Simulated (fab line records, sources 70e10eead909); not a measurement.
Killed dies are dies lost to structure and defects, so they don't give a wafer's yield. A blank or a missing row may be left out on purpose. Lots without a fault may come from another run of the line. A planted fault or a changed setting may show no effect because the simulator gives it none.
fab line records | flow nand_harc
record lots=12 wafers=36 last_day=34
route steps=1302 shown P_M1@308 P_M2@325 END@1302
lots that met no fault: from a run of the same line without faults
start_h: hours from the record's first day to the start of the lot's first wafer shown | wait_h: hours since the lot's step before | " the same as in the row above | L1.1+2: a row that stands for several wafers | - no value, or no start given | * or withheld: withheld | < > ~ a bound
route shown NAME@n: a module of which the file shows steps, and the number in the route of the first | usual: mean/standard deviation of fault-free wafers | same: alike in all rows | chamber/n: place in a boat | sites: the reading at each site | _std_site: their standard deviation | _edge_site: outer sites' mean less inner sites' | radius_mm: how far each site lies from the wafer's centre | mask NAME#n: copy n | behind: the tool/chamber that last shaped the wafer | hold: why the lot was held/for how many hours/how that ended | device: the transistor (n, p or np) that didn't switch | end of line: the same wafers' tests at the end of the route | a step without rows: its recipe alone | killed: dies lost to structure and defects at the first sort, not the wafer's yield | map: a wafer's dies, x killed, . not, _ none there
set.NAME: the setting as run; set.NAME@STEP: as run at that earlier step | model.NAME: the simulator's own value behind a step, which no gauge read
steps of the route over a sample of lots; a table a step, a row a wafer
services: from which hour (start_h, from the record's first day; less than 0 if before it) a tool's chamber was out of use, for how many hours, and why
## steps
# step NHARC_P_M1_PVD_21
# recipe target_thk_a=300 chamber_pressure_pa=5 power_w=5000 substrate_temp_c=30 time_s=20.49 material=Cu
# usual throttle_valve_pct=30.0/0.84
# columns lot.wafer tool chamber start_h wait_h throttle_valve_pct
L826.1 pvd_sputter-01 - - - 31.6
L826.5 " - " " 30.1
L826.6 " - " " 30.4
L827.1 pvd_sputter-03 - - - 28.9
L827.2 " - " " 28.5
L827.6 " - " " 29.0
L828.2 pvd_sputter-01 - - - 29.8
L828.4 " - " " 31.5
L828.5 " - " " 30.7
L829.3 pvd_sputter-01 - - - 31.6
L829.1 " - " " 30.1
L829.6 " - " " 30.6
L830.4 pvd_sputter-03 - - - 30.6
L830.3 " - " " 29.0
L830.6 " - " " 29.5
L831.2 pvd_sputter-03 - - - 28.8
L831.4 " - " " 30.6
L831.6 " - " " 29.2
L832.4 pvd_sputter-02 - - - 28.3
L832.3 " - " " 29.3
L832.5 " - " " 30.5
L834.2 pvd_sputter-01 - - - 30.6
L834.1 " - " " 31.0
L834.6 " - " " 30.7
L837.2 pvd_sputter-02 - - - 28.4
L837.5 " - " " 30.6
L837.6 " - " " 28.3
L843.1 pvd_sputter-03 - - - 29.4
L843.2 " - " " 30.3
L843.5 " - " " 29.2
L848.2 pvd_sputter-01 - - - 30.0
L848.4 " - " " 30.9
L848.6 " - " " 29.9
L849.1 pvd_sputter-01 - - - 30.8
L849.3 " - " " 31.0
L849.5 " - " " 30.7
# step NHARC_P_M1_ANNEAL_31
# recipe temp_c=225 time_s=90
# usual anneal_temp_c_max=225.9/0.31 wafer_temp_C_max=226.4/0.34
# columns lot.wafer tool chamber start_h wait_h anneal_temp_c_max wafer_temp_C_max
L826.1 rtp_anneal-01 0 130.61 - 225.8 226.3
L826.5 " 0 " " 225.7 227.1
L826.6 " 0 " " 225.8 226.4
L827.1 rtp_anneal-01 0 136.39 - 226.0 226.6
L827.2 " 0 " " 225.7 227.1
L827.6 " 0 " " 225.5 226.3
L828.2 rtp_anneal-02 0 148.88 - 225.7 226.0
L828.4 " 0 " " 225.5 226.0
L828.5 " 0 " " 225.6 226.0
L829.1 rtp_anneal-02 0 163.25 0.3 226.3 226.1
L829.3 " 0 " " 226.0 226.4
L829.6 " 0 " " 225.9 226.4
L830.3 rtp_anneal-02 0 169.52 - 225.8 226.5
L830.4 " 0 " " 226.3 226.1
L830.6 " 0 " " 226.4 226.4
L831.2 rtp_anneal-02 0 183.76 0.3 226.2 226.4
L831.4 " 0 " " 226.2 226.4
L831.6 " 0 " " 226.0 226.3
L832.3 rtp_anneal-02 0 186.12 - 226.4 226.2
L832.4 " 0 " " 226.5 226.0
L832.5 " 0 " " 226.3 226.4
L834.1 rtp_anneal-01 0 217.39 - 225.8 226.8
L834.2 " 0 " " 225.5 226.5
L834.6 " 0 " " 226.0 226.1
L837.2 rtp_anneal-02 0 248.08 - 225.8 226.1
L837.5 " 0 " " 226.1 226.2
L837.6 " 0 " " 226.4 225.9
L843.1 rtp_anneal-01 0 297.35 0.3 225.6 226.8
L843.2 " 0 " " 225.6 226.8
L843.5 " 0 " " 225.5 227.7
L848.2 rtp_anneal-02 0 352.78 - 226.2 226.0
L848.4 " 0 " " 225.9 226.4
L848.6 " 0 " " 226.3 226.5
L849.1 rtp_anneal-02 0 361.55 0.3 225.7 226.3
L849.3 " 0 " " 226.1 226.0
L849.5 " 0 " " 225.9 226.4
# step NHARC_P_M2_EXPOSE_06
# recipe na=1.35 target_cd_nm=170 dose_mj=80.78 mask_id=P_M2
# usual exposure_dose_mJ_cm2=80.72/0.086
# columns lot.wafer tool chamber start_h wait_h mask exposure_dose_mJ_cm2
L826.1 arfi_scanner-02 0 132.68 - P_M2#0 80.66
L826.5 " 0 " " P_M2#0 80.53
L826.6 " 0 " " P_M2#0 80.57
L827.1 arfi_scanner-01 0 138.47 - P_M2#0 80.74
L827.2 " 0 " " P_M2#0 80.76
L827.6 " 0 " " P_M2#0 80.73
L828.2 arfi_scanner-03 0 150.90 - P_M2#0 80.86
L828.4 " 0 " " P_M2#0 80.77
L828.5 " 0 " " P_M2#0 80.64
L829.1 arfi_scanner-02 0 165.32 - P_M2#0 80.71
L829.3 " 0 " " P_M2#0 80.59
L829.6 " 0 " " P_M2#0 80.71
L830.3 arfi_scanner-01 0 171.56 - P_M2#0 80.76
L830.4 " 0 " " P_M2#0 80.81
L830.6 " 0 " " P_M2#0 80.85
L831.2 arfi_scanner-02 0 185.95 - P_M2#0 80.77
L831.4 " 0 " " P_M2#0 80.75
L831.6 " 0 " " P_M2#0 80.61
L832.3 arfi_scanner-02 0 187.94 - P_M2#0 80.84
L832.4 " 0 " " P_M2#0 80.85
L832.5 " 0 " " P_M2#0 80.75
L834.1 arfi_scanner-01 0 219.48 - P_M2#0 80.89
L834.2 " 0 " " P_M2#0 80.84
L834.6 " 0 " " P_M2#0 80.78
L837.2 arfi_scanner-03 0 250.03 - P_M2#0 80.60
L837.5 " 0 " " P_M2#0 80.70
L837.6 " 0 " " P_M2#0 80.62
L843.1 arfi_scanner-01 0 299.49 - P_M2#0 78.69
L843.2 " 0 " " P_M2#0 78.60
L843.5 " 0 " " P_M2#0 78.75
L848.2 arfi_scanner-03 0 354.78 - P_M2#0 80.75
L848.4 " 0 " " P_M2#0 80.79
L848.6 " 0 " " P_M2#0 80.73
L849.1 arfi_scanner-01 0 363.62 - P_M2#0 79.14
L849.3 " 0 " " P_M2#0 79.10
L849.5 " 0 " " P_M2#0 79.18
# step NHARC_P_M2_ETCH_35
# recipe target_depth_a=400 overetch_a=120 time_s=43.94 ion_energy_ev=200 n2_flow_sccm=150 h2_flow_sccm=150 ar_flow_sccm=0 rf_w=400 bias_w=150 chemistry=N2/H2
# usual drypump_motor_current_A=5.5/0.47 h2_flow_sccm=150.0/0.44 mfc_ar_sccm=0.003/0.0081 oes_product_au=0.996/0.015 rf_vpp_V=431.2/2.5 showerhead_plenum_p_Torr=2.07/0.081 throttle_valve_pct=14.171/0.0089
# columns lot.wafer tool chamber start_h wait_h drypump_motor_current_A h2_flow_sccm mfc_ar_sccm oes_product_au rf_hours_counter_h rf_vpp_V showerhead_plenum_p_Torr throttle_valve_pct
L826.1 rie_diel-13 1 133.14 0.1 4.9 150.0 0 0.995 7 432.7 2.12 14.179
L826.6 " 1 " " 4.9 149.3 0 0.988 - 432.5 2.12 14.169
L826.5 " 3 " " 5.8 150.2 0 0.973 - 432.1 2.07 14.175
L827.1 rie_diel-04 3 138.88 0.1 5.0 149.7 0 0.974 7 429.8 2.02 14.168
L827.2 " 2 " " 5.8 149.9 0 0.997 8 431.7 2.12 14.176
L827.6 " 0 " " 6.2 150.3 0 1.012 - 431.9 2.09 14.175
L828.4 rie_diel-13 0 151.31 0.1 5.1 149.2 0.024 0.975 6 426.7 1.91 14.167
L828.2 " 1 " " 4.9 150.1 0 0.995 8 433.2 2.12 14.175
L828.5 " 0 " " 5.1 149.5 0.024 0.980 - 425.2 1.91 14.178
L829.1 rie_diel-04 3 165.73 0.1 5.0 150.2 0 0.968 9 431.1 2.02 14.161
L829.3 " 2 " " 5.8 149.9 0 1.005 10 432.7 2.12 14.176
L829.6 " 0 " " 6.2 150.4 0 1.032 - 432.2 2.09 14.166
L830.3 rie_diel-04 1 171.98 0.1 5.7 150.2 0 1.013 11 428.8 1.99 14.178
L830.4 " 2 " " 5.8 149.3 0 1.018 10 432.5 2.12 14.160
L830.6 " 0 " " 6.2 151.1 0 1.021 - 432.1 2.09 14.164
L831.2 rie_diel-13 1 186.37 0.1 4.8 150.3 0 0.983 0 432.0 2.12 14.174
L831.4 " 2 " " 5.1 150.3 0 0.989 0 436.1 2.17 14.179
L831.6 " 0 " " 5.1 149.8 0.024 0.984 - 425.6 1.91 14.171
L832.4 rie_diel-13 3 188.35 0.1 5.8 149.9 0 1.002 0 431.6 2.07 14.168
L832.3 " 1 " " 4.8 149.6 0 0.983 0 432.3 2.12 14.160
L832.5 " 2 " " 5.1 149.5 0 0.984 - 433.8 2.17 14.167
L834.1 rie_diel-13 1 219.91 0.1 4.9 149.8 0 0.987 2 433.4 2.12 14.177
L834.2 " 3 " " 5.8 149.4 0 0.999 1 432.1 2.07 14.177
L834.6 " 1 " " 4.9 150.0 0 0.996 - 431.3 2.12 14.172
L837.2 rie_diel-13 1 250.46 0.1 4.8 150.6 0 1.009 3 432.6 2.12 14.190
L837.5 " 2 " " 5.1 150.7 0 1.012 - 435.2 2.17 14.163
L837.6 " 3 " " 5.8 150.0 0 0.999 - 430.8 2.07 14.179
L843.2 rie_diel-04 3 299.90 0.1 5.0 150.3 0 0.981 8 431.8 2.01 14.172
L843.1 " 0 " " 6.1 149.7 0 0.987 6 431.6 2.09 14.158
L843.5 " 3 " " 5.1 150.2 0 0.982 - 430.2 2.01 14.172
L848.2 rie_diel-02 2 355.22 0.1 6.6 149.6 0.012 0.985 5 428.9 2.02 14.181
L848.6 " 0 " " 5.3 149.4 0.008 1.004 - 433.2 2.14 14.155
L848.4 " 3 " " 5.9 150.5 0 1.005 - 432.3 2.15 14.176
L849.3 rie_diel-13 2 364.03 0.1 5.1 150.1 0 0.987 1 434.8 2.17 14.174
L849.1 " 1 " " 4.8 150.3 0 0.978 0 431.7 2.12 14.159
L849.5 " 2 " " 5.2 150.2 0 0.980 - 433.8 2.17 14.171
# step NHARC_END_SORT_01
# recipe temp_c=25
# usual defect_limited_yield=91/3.1 killed_at_array=57/21 killed_at_other=0.9/1.2 killed_at_periphery=4.2/2.9 killed_dies=62/21 killed_open=3.2/1.8 killed_short=2.4/1.5
# same gross_dies=677
# columns lot.wafer tool chamber start_h wait_h defect_limited_yield[%] killed_at_array killed_at_other killed_at_periphery killed_dies killed_open killed_short
L826.1 prober-02 0 555.49 2.5 87 84 1 4 89 6 2
L826.5 prober-02 0 558.69 3.7 90 62 1 2 65 4 1
L826.6 prober-02 0 559.49 4.0 88 76 2 3 81 5 3
L827.1 prober-02 0 580.07 2.5 91 53 0 9 62 6 6
L827.2 prober-02 0 580.87 2.8 91 54 0 4 58 2 2
L827.6 prober-02 0 584.08 4.0 91 50 4 7 61 4 3
L828.2 prober-01 0 580.85 2.8 92 48 0 4 52 2 4
L828.4 prober-01 0 582.43 3.4 94 43 0 0 43 5 1
L828.5 prober-01 0 583.22 3.7 93 45 0 2 47 0 5
L829.1 prober-01 0 595.46 2.5 84 106 1 2 109 0 3
L829.3 prober-01 0 597.04 3.1 84 99 3 4 106 1 3
L829.6 prober-01 0 599.43 4.0 88 75 3 5 83 1 1
L830.3 prober-02 0 597.07 3.1 92 48 1 8 57 3 1
L830.4 prober-02 0 597.86 3.4 92 51 2 1 54 4 5
L830.6 prober-02 0 599.43 3.9 92 47 2 5 54 4 0
L832.3 prober-02 0 612.15 3.1 84 107 2 2 111 6 1
L832.4 prober-02 0 612.95 3.4 84 105 0 0 105 7 1
L832.5 prober-02 0 613.75 3.7 85 99 0 1 100 5 2
L831.2 prober-01 0 630.63 2.8 91 53 2 3 58 5 1
L831.4 prober-01 0 632.22 3.4 94 36 1 7 44 6 3
L831.6 prober-01 0 633.81 4.0 94 34 2 6 42 4 2
L834.1 prober-02 0 647.36 2.5 94 32 2 8 42 5 2
L834.2 prober-02 0 648.15 2.8 93 40 1 6 47 1 3
L834.6 prober-02 0 651.29 3.9 93 41 0 5 46 3 1
L837.2 prober-02 0 675.28 2.8 94 35 0 6 41 2 2
L837.5 prober-02 0 677.63 3.6 95 29 0 5 34 4 3
L837.6 prober-02 0 678.42 3.9 95 32 0 3 35 2 1
L843.1 prober-02 0 711.82 2.5 94 41 0 2 43 2 4
L843.2 prober-02 0 712.63 2.8 91 56 0 2 58 7 6
L843.5 prober-02 0 715.04 3.7 90 66 1 1 68 2 4
L848.2 prober-02 0 790.21 2.8 95 27 1 5 33 1 4
L848.4 prober-02 0 791.79 3.4 95 30 1 2 33 2 2
L848.6 prober-02 0 793.36 3.9 95 28 2 5 35 5 3
L849.1 prober-01 0 801.01 2.5 90 59 3 8 70 6 2
L849.3 prober-01 0 802.58 3.1 85 77 7 16 100 4 3
L849.5 prober-01 0 804.14 3.6 86 76 2 14 92 1 4
# killed by level:class
L826.1 A_CHANNEL_HOLE_D1:chamber_film_flake=40 A_SLIT:chamber_film_flake=19 A_CHANNEL_HOLE_D2:chamber_film_flake=7 A_CONTACT:chamber_film_flake=4 A_STAIRCASE:chamber_film_flake=3 P_ZERO_WELL:chamber_film_flake=2 A_SGD_CUT:chamber_film_flake=2 P_CONTACT:geometric_particle:open=1
L826.5 A_CHANNEL_HOLE_D1:chamber_film_flake=31 A_SLIT:chamber_film_flake=13 A_SGD_CUT:chamber_film_flake=4 A_STAIRCASE:chamber_film_flake=3 A_CHANNEL_HOLE_D2:chamber_film_flake=2 A_CONTACT:chamber_film_flake=2 P_CONTACT:geometric_particle:open=1 A_CHANNEL_HOLE_D1:geometric_particle:open=1
L826.6 A_CHANNEL_HOLE_D1:chamber_film_flake=34 A_SLIT:chamber_film_flake=18 A_SGD_CUT:chamber_film_flake=6 A_CHANNEL_HOLE_D2:chamber_film_flake=4 A_M1:geometric_particle:open=3 A_STAIRCASE:chamber_film_flake=3 A_CONTACT:chamber_film_flake=3 THIN_TSV:chamber_film_flake=2
L827.1 A_CHANNEL_HOLE_D1:chamber_film_flake=27 A_CHANNEL_HOLE_D2:chamber_film_flake=6 P_ZERO_WELL:chamber_film_flake=4 A_M0:chamber_film_flake=3 P_CONTACT:geometric_particle:short=2 A_ONON_D2:geometric_particle:short=2 P_STI:chamber_film_flake=2 A_ZERO_WELL:chamber_film_flake=2
L828.2 A_SLIT:chamber_film_flake=23 A_CHANNEL_HOLE_D2:chamber_film_flake=6 A_CONTACT:chamber_film_flake=5 A_CHANNEL_FILL_D1:chamber_film_flake=4 P_BONDPAD:chamber_film_flake=2 A_CHANNEL_HOLE_D1:chamber_film_flake=2 A_M0:chamber_film_flake=2 P_CONTACT:geometric_particle:short=1
L827.2 A_CHANNEL_HOLE_D1:chamber_film_flake=31 A_CHANNEL_HOLE_D2:chamber_film_flake=12 A_DECK1_JOINT:chamber_film_flake=3 P_ZERO_WELL:chamber_film_flake=2 P_STI:chamber_film_flake=2 A_ONON_D1:geometric_particle:short=1 A_CHANNEL_FILL_D1:geometric_particle:open=1 A_ONON_D2:geometric_particle:short=1
L828.4 A_SLIT:chamber_film_flake=22 A_CHANNEL_HOLE_D2:chamber_film_flake=6 A_M0:chamber_film_flake=3 A_CONTACT:geometric_particle:open=2 A_DECK1_JOINT:chamber_film_flake=2 A_CONTACT:chamber_film_flake=2 A_CHANNEL_FILL_D1:geometric_particle:open=1 A_CHANNEL_HOLE_D2:geometric_particle:short=1
L828.5 A_SLIT:chamber_film_flake=15 A_CONTACT:chamber_film_flake=7 A_M0:chamber_film_flake=6 A_CHANNEL_HOLE_D2:chamber_film_flake=5 A_STAIRCASE:chamber_film_flake=3 A_CHANNEL_HOLE_D1:chamber_film_flake=2 A_ONON_D1:geometric_particle:short=1 A_CHANNEL_FILL_D1:geometric_particle:short=1
L827.6 A_CHANNEL_HOLE_D1:chamber_film_flake=34 P_ZERO_WELL:chamber_film_flake=3 A_CHANNEL_HOLE_D2:chamber_film_flake=3 THIN_TSV:chamber_film_flake=3 P_M0:geometric_particle:open=2 A_CHANNEL_FILL_D1:chamber_film_flake=2 A_CONTACT:unspecified=2 A_M0:chamber_film_flake=2
L829.1 A_CHANNEL_HOLE_D2:chamber_film_flake=36 A_CHANNEL_HOLE_D1:chamber_film_flake=33 A_SLIT:chamber_film_flake=24 A_STAIRCASE:chamber_film_flake=3 A_M1:chamber_film_flake=3 P_ZERO_WELL:chamber_film_flake=2 A_CONTACT:chamber_film_flake=2 A_ONON_D1:geometric_particle:short=1
L829.3 A_CHANNEL_HOLE_D2:chamber_film_flake=32 A_CHANNEL_HOLE_D1:chamber_film_flake=31 A_SLIT:chamber_film_flake=20 A_M1:chamber_film_flake=5 A_STAIRCASE:chamber_film_flake=3 THIN_TSV:chamber_film_flake=3 A_DECK1_JOINT:chamber_film_flake=2 A_CONTACT:chamber_film_flake=2
L830.3 A_CHANNEL_HOLE_D2:chamber_film_flake=36 P_GATE:chamber_film_flake=3 A_CHANNEL_FILL_D1:chamber_film_flake=3 P_ZERO_WELL:chamber_film_flake=2 A_CHANNEL_HOLE_D1:chamber_film_flake=2 A_STAIRCASE:chamber_film_flake=2 P_STI:geometric_particle:short=1 P_CONTACT:geometric_particle:open=1
L830.4 A_CHANNEL_HOLE_D2:chamber_film_flake=30 A_CHANNEL_HOLE_D1:chamber_film_flake=5 A_DECK1_JOINT:chamber_film_flake=3 A_ONON_D2:geometric_particle:open=2 THIN_TSV:chamber_film_flake=2 P_M0:geometric_particle:open=1 A_ONON_D1:geometric_particle:short=1 A_ONON_D2:geometric_particle:short=1
L829.6 A_CHANNEL_HOLE_D2:chamber_film_flake=26 A_CHANNEL_HOLE_D1:chamber_film_flake=21 A_SLIT:chamber_film_flake=16 A_CONTACT:chamber_film_flake=3 THIN_TSV:chamber_film_flake=3 P_STI:chamber_film_flake=2 A_ZERO_WELL:chamber_film_flake=2 A_STAIRCASE:chamber_film_flake=2
L830.6 A_CHANNEL_HOLE_D2:chamber_film_flake=30 P_STI:chamber_film_flake=5 A_CHANNEL_FILL_D1:chamber_film_flake=4 A_CHANNEL_HOLE_D1:chamber_film_flake=2 A_SLIT:chamber_film_flake=2 A_CONTACT:chamber_film_flake=2 A_CHANNEL_FILL_D1:geometric_particle:open=1 A_ONON_D2:geometric_particle:open=1
L832.3 A_CHANNEL_HOLE_D2:chamber_film_flake=35 A_CHANNEL_HOLE_D1:chamber_film_flake=32 A_SLIT:chamber_film_flake=29 A_CHANNEL_FILL_D1:geometric_particle:open=2 A_DECK1_JOINT:chamber_film_flake=2 A_CONTACT:chamber_film_flake=2 THIN_TSV:chamber_film_flake=2 P_GATE:geometric_particle:open=1
L832.4 A_CHANNEL_HOLE_D1:chamber_film_flake=36 A_CHANNEL_HOLE_D2:chamber_film_flake=33 A_SLIT:chamber_film_flake=18 A_CONTACT:chamber_film_flake=6 A_DECK1_JOINT:geometric_particle:open=2 A_DECK1_JOINT:chamber_film_flake=2 A_CHANNEL_FILL_D1:geometric_particle:open=1 A_DECK1_JOINT:geometric_particle:short=1
L832.5 A_CHANNEL_HOLE_D2:chamber_film_flake=30 A_CHANNEL_HOLE_D1:chamber_film_flake=29 A_SLIT:chamber_film_flake=29 A_STAIRCASE:chamber_film_flake=2 A_ONON_D1:geometric_particle:short=1 A_ONON_D1:geometric_particle:open=1 A_CHANNEL_FILL_D1:geometric_particle:open=1 A_ONON_D2:geometric_particle:open=1
L831.2 A_SLIT:chamber_film_flake=24 A_CHANNEL_HOLE_D2:chamber_film_flake=14 A_M0:chamber_film_flake=4 A_CHANNEL_HOLE_D1:chamber_film_flake=3 A_CHANNEL_FILL_D2:geometric_particle:open=2 A_STAIRCASE:chamber_film_flake=2 A_CONTACT:chamber_film_flake=2 P_M0:geometric_particle:open=1
L831.4 A_SLIT:chamber_film_flake=22 P_M2:chamber_film_flake=3 P_STI:chamber_film_flake=2 A_CHANNEL_HOLE_D2:chamber_film_flake=2 A_CONTACT:chamber_film_flake=2 P_M0:geometric_particle:open=1 A_CHANNEL_FILL_D1:geometric_particle:short=1 A_ONON_D2:geometric_particle:open=1
L831.6 A_SLIT:chamber_film_flake=20 A_CHANNEL_HOLE_D2:chamber_film_flake=5 A_CHANNEL_HOLE_D1:chamber_film_flake=3 P_CONTACT:geometric_particle:open=2 A_CHANNEL_FILL_D2:geometric_particle:open=2 A_M0:chamber_film_flake=2 HYBRID_BOND:chamber_film_flake=2 P_GATE:geometric_particle:short=1
L834.1 A_CHANNEL_HOLE_D2:chamber_film_flake=7 A_CONTACT:chamber_film_flake=6 A_CHANNEL_HOLE_D1:chamber_film_flake=4 A_STAIRCASE:chamber_film_flake=4 A_SLIT:chamber_film_flake=4 P_CONTACT:chamber_film_flake=3 P_STI:chamber_film_flake=2 THIN_TSV:chamber_film_flake=2
L834.2 A_CHANNEL_HOLE_D2:chamber_film_flake=14 A_CONTACT:chamber_film_flake=5 A_STAIRCASE:chamber_film_flake=4 A_SLIT:chamber_film_flake=4 P_CONTACT:chamber_film_flake=3 A_DECK1_JOINT:chamber_film_flake=3 A_BLC:chamber_film_flake=3 A_ONON_D1:geometric_particle:short=2
L834.6 A_CHANNEL_HOLE_D2:chamber_film_flake=11 A_SLIT:chamber_film_flake=7 A_CONTACT:chamber_film_flake=6 A_STAIRCASE:chamber_film_flake=4 A_CHANNEL_FILL_D1:chamber_film_flake=3 A_WL_FILL:geometric_particle:open=2 P_ZERO_WELL:chamber_film_flake=2 A_CHANNEL_HOLE_D1:chamber_film_flake=2
L837.2 A_CHANNEL_HOLE_D2:chamber_film_flake=21 P_GATE:chamber_film_flake=4 A_CHANNEL_HOLE_D1:chamber_film_flake=4 A_CHANNEL_FILL_D2:chamber_film_flake=2 A_STAIRCASE:chamber_film_flake=2 A_WL_FILL:chamber_film_flake=2 A_CONTACT:chamber_film_flake=2 P_M1:geometric_particle:open=1
L837.5 A_CHANNEL_HOLE_D2:chamber_film_flake=8 A_CHANNEL_HOLE_D1:chamber_film_flake=6 P_GATE:chamber_film_flake=3 A_STAIRCASE:chamber_film_flake=3 A_M1:geometric_particle:short=2 A_ZERO_WELL:chamber_film_flake=2 A_CHANNEL_FILL_D2:chamber_film_flake=2 P_CONTACT:geometric_particle:short=1
L837.6 A_CHANNEL_HOLE_D2:chamber_film_flake=17 A_STAIRCASE:chamber_film_flake=4 A_SLIT:chamber_film_flake=3 P_GATE:chamber_film_flake=2 A_WL_FILL:chamber_film_flake=2 A_CONTACT:chamber_film_flake=2 A_SOURCE_PLATE:geometric_particle:open=1 A_ONON_D2:geometric_particle:short=1
L843.1 A_SLIT:chamber_film_flake=20 A_CONTACT:chamber_film_flake=4 A_BONDPAD:chamber_film_flake=4 A_CHANNEL_HOLE_D1:chamber_film_flake=3 A_STAIRCASE:chamber_film_flake=3 P_CONTACT:geometric_particle:short=2 A_WL_FILL:chamber_film_flake=2 A_SOURCE_PLATE:geometric_particle:short=1
L843.2 A_SLIT:chamber_film_flake=28 A_CONTACT:chamber_film_flake=9 A_CHANNEL_HOLE_D1:chamber_film_flake=5 A_SOURCE_PLATE:geometric_particle:open=2 P_CONTACT:geometric_particle:short=1 P_CONTACT:geometric_particle:open=1 A_SOURCE_PLATE:geometric_particle:short=1 A_CHANNEL_FILL_D1:geometric_particle:open=1
L843.5 A_SLIT:chamber_film_flake=32 A_CHANNEL_HOLE_D1:chamber_film_flake=12 A_BONDPAD:chamber_film_flake=5 A_CONTACT:chamber_film_flake=4 A_ONON_D2:geometric_particle:open=2 A_CHANNEL_FILL_D1:chamber_film_flake=2 A_CHANNEL_FILL_D2:chamber_film_flake=2 A_WL_FILL:chamber_film_flake=2
L848.2 A_SLIT:chamber_film_flake=10 A_CONTACT:chamber_film_flake=7 P_STI:chamber_film_flake=2 P_CONTACT:geometric_particle:short=1 A_CHANNEL_FILL_D1:geometric_particle:short=1 A_DECK1_JOINT:geometric_particle:short=1 A_DECK1_JOINT:geometric_particle:open=1 A_CHANNEL_FILL_D2:geometric_particle:short=1
L848.4 A_CONTACT:chamber_film_flake=13 A_SLIT:chamber_film_flake=7 P_GATE:chamber_film_flake=2 A_WL_FILL:chamber_film_flake=2 A_SOURCE_PLATE:geometric_particle:open=1 A_ONON_D2:geometric_particle:short=1 A_CHANNEL_FILL_D2:geometric_particle:short=1 A_BLC:geometric_particle:open=1
L848.6 A_SLIT:chamber_film_flake=11 A_CONTACT:chamber_film_flake=6 P_M2:geometric_particle:open=2 A_DECK1_JOINT:chamber_film_flake=2 A_CHANNEL_FILL_D2:chamber_film_flake=2 THIN_TSV:chamber_film_flake=2 A_CHANNEL_FILL_D1:geometric_particle:short=1 A_CHANNEL_FILL_D1:geometric_particle:open=1
L849.1 A_SLIT:chamber_film_flake=26 A_CHANNEL_HOLE_D2:chamber_film_flake=13 A_CHANNEL_HOLE_D1:chamber_film_flake=10 P_GATE:chamber_film_flake=5 A_STAIRCASE:chamber_film_flake=3 A_CONTACT:chamber_film_flake=2 THIN_TSV:chamber_film_flake=2 P_STI:geometric_particle:short=1
L849.3 A_SLIT:chamber_film_flake=36 A_CHANNEL_HOLE_D2:chamber_film_flake=15 A_CHANNEL_HOLE_D1:chamber_film_flake=14 P_GATE:chamber_film_flake=8 A_STAIRCASE:chamber_film_flake=5 P_M2:chamber_film_flake=4 A_CONTACT:chamber_film_flake=4 THIN_TSV:chamber_film_flake=3
L849.5 A_SLIT:chamber_film_flake=35 A_CHANNEL_HOLE_D2:chamber_film_flake=21 A_CHANNEL_HOLE_D1:chamber_film_flake=10 P_GATE:chamber_film_flake=5 P_M2:chamber_film_flake=5 A_CONTACT:chamber_film_flake=4 P_CONTACT:geometric_particle:short=2 A_STAIRCASE:chamber_film_flake=2
## services
# columns tool chamber start_h hours kind
rie_diel-04 - 116.06 2.1 repair
rie_diel-13 2 123.06 10.8 repair
rie_diel-04 0 127.22 1.2 repair
rie_diel-13 0 130.95 2.4 repair
arfi_scanner-02 - 140.00 4.0 pm
rie_diel-13 - 165.00 9.0 pm
pvd_sputter-03 - 165.68 2.6 repair
rie_diel-04 - 168.21 0.3 repair
pvd_sputter-03 - 170.03 10.0 pm
rie_diel-13 2 174.04 6.2 repair
rie_diel-04 - 177.90 9.0 pm
arfi_scanner-01 - 211.24 2.4 repair
rie_diel-04 - 211.81 0.4 repair
rie_diel-13 0 218.81 4.9 repair
rie_diel-13 2 225.51 2.4 repair
pvd_sputter-01 - 226.00 10.0 pm
rie_diel-04 0 227.00 8.0 repair
rie_diel-13 2 230.21 2.5 repair
rie_diel-04 0 235.93 13.3 repair
pvd_sputter-03 - 244.05 7.5 repair
arfi_scanner-01 - 252.00 4.0 pm
rie_diel-13 2 297.28 2.0 repair
rie_diel-13 - 342.00 9.0 pm
pvd_sputter-01 - 342.12 3.5 repair
## key
first_sign step=NHARC_P_M2_EXPOSE_06 reading=exposure_dose_mJ_cm2 direction=down sigmas=21 usual=80.72 struck=78.91
effect none on later readings
met_at NHARC_P_M2_EXPOSE_06
struck_lots L843,L849
loop_trim step=NHARC_P_M2_EXPOSE_06 setting=dose lots=L849
not_acting_at NHARC_P_M1_PVD_21,NHARC_P_M1_ANNEAL_31,NHARC_P_M2_ETCH_35
onset_between 219.48 299.49
fault kind=process_parameter_drift tool=arfi_scanner-01 chamber=- onset_h=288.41 steps=NHARC_P_M2_EXPOSE_06 channel=dose_mj offset=-2.1256 shape=step acts_in=these_recipes_only stated=80.78
# loop_trim: a control loop set the setting to another value than it would have without faults
